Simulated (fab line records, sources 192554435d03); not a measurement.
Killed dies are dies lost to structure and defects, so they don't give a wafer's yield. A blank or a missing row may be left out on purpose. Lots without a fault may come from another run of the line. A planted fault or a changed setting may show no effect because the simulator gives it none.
Problem report in the 8D (eight disciplines) form, filled by code | flow n5_finfet | the parts of the form that need people (team, actions taken, sign-off) are left out

1. THE PROBLEM
barrier_field_endpoint_s at N5_BEOL_M12_CMP_49 reads a mean of 42.1 s on 1 wafer of 1 lot; wafers without a fault read 30.6 s with a standard deviation of 0.78. That is +15 standard deviations from the usual mean.
The step: polishes, stops on SiOC, t overpolish 20.6 s, target thk 320 nm.
First seen on wafer L977.2, day 15 19:44, on cmp-01. The record holds 29 wafers of 10 lots with a number at this step. Rule for "out", or "out of limits": more than 4 standard deviations from the usual mean. The other wafers with a number count as sound.

2. WHAT IT IS AND WHAT IT IS NOT
question                    | is                       | is not
which readings at this step | barrier_field_endpoint_s | clearing_platen_rpm, head_pressure_psi, motor_current_A
which lots                  | L977                     | L961, L962, L964, L965, L966, L969, L971, L974, L978
which wafers of those lots  | L977.2                   | L977.5
read on which tools         | cmp-01                   | cmp-02, cmp-04
when                        | from day 15 19:44        | up to then (28 sound wafers)

3. SUSPECTS, AND WHAT RULES EACH OUT
Counting: a tool at a process step up to the reading stays a suspect if it ran every lot that is out. Sound lots after the first of them don't rule it out here, since some wafers of a struck lot are sound.
- rie_diel-02 at N5_BEOL_M12_DESCUM_33 (chemistry O2, time 7.9 s): kept. It ran the lot that is out, L977 (day 15 13:26); its last sound lot up to then is L974 (day 14 17:49).
- pvd_sputter-03 at N5_BEOL_M12_SPUTTER_43 (material TaN, target thk 15 nm, time 24.19 s): kept. It ran the lot that is out, L977 (day 15 18:53); its last sound lot up to then is L978 (day 15 13:47).
- pvd_sputter-03 at N5_BEOL_M12_SPUTTER_44 (material Ta, target thk 10 nm, time 16.13 s): kept. It ran the lot that is out, L977 (day 15 18:58); its last sound lot up to then is L978 (day 15 13:52).
- cmp-01 at N5_BEOL_M12_CMP_49 (polishes, stops on SiOC, t overpolish 20.6 s, target thk 320 nm): kept. It ran the lot that is out, L977 (day 15 19:44); its last sound lot up to then is L978 (day 15 14:32). Its own readings are out on those wafers: barrier_field_endpoint_s.
- Within rie_diel-02 at N5_BEOL_M12_DESCUM_33: the wafers that are out ran in chamber 1; their sound lot-mates ran in chamber 3.
- Within cmp-01 at N5_BEOL_M12_CMP_49: the wafers that are out ran in chamber 3; their sound lot-mates ran in chamber 0.
Left after counting: rie_diel-02 at N5_BEOL_M12_DESCUM_33, pvd_sputter-03 at N5_BEOL_M12_SPUTTER_43, pvd_sputter-03 at N5_BEOL_M12_SPUTTER_44, cmp-01 at N5_BEOL_M12_CMP_49.

4. THE CAUSE (what the simulator had put in)
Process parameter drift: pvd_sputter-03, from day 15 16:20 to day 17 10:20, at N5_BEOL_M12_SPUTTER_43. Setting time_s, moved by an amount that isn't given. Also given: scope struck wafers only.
Counting left 4 suspects, and this tool is among them.

5. THE CHAIN OF EFFECTS, in route order
Each row: a reading whose mean over the struck wafers that have a number lies more than 3 standard deviations from the usual. Only readings for which the record gives a usual standard deviation are gone through. hours: the time from each lot's start at the first step in this table that gives one to its start at this step, as a median over the lots. sigmas: the change in usual standard deviations.
hours | step                   | reading                  | usual         | on struck wafers | change  | sigmas
0     | N5_BEOL_M12_CMP_49     | barrier_field_endpoint_s | 30.6 s        | 42.1             | +11.5   | +15
0     | N5_BEOL_M12_RS_MEAS_54 | M12_RS                   | 0.0600 ohm/sq | 0.0633           | +0.0033 | +3.9
The process steps in it:
- N5_BEOL_M12_CMP_49: polishes, stops on SiOC, t overpolish 20.6 s, target thk 320 nm.
Later measuring or inspecting steps at which every struck wafer that the step has a row for has a number for every such reading, and none has moved that far: N5_BEOL_M12_THK_MEAS_50.

6. WHAT WOULD HAVE CAUGHT IT SOONER
In this record the first reading out of limits was taken at day 15 19:44, 3 hours after the fault began at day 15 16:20.
Of the tool readings at N5_BEOL_M12_SPUTTER_43 for which the record gives a usual standard deviation, none was out on any struck wafer, so an alarm limit of 4 standard deviations on them would not have fired.
All the lots that are out (1) had begun N5_BEOL_M12_SPUTTER_43 on pvd_sputter-03 by day 15 19:44. A hold on the tool at that time would have spared none of them.
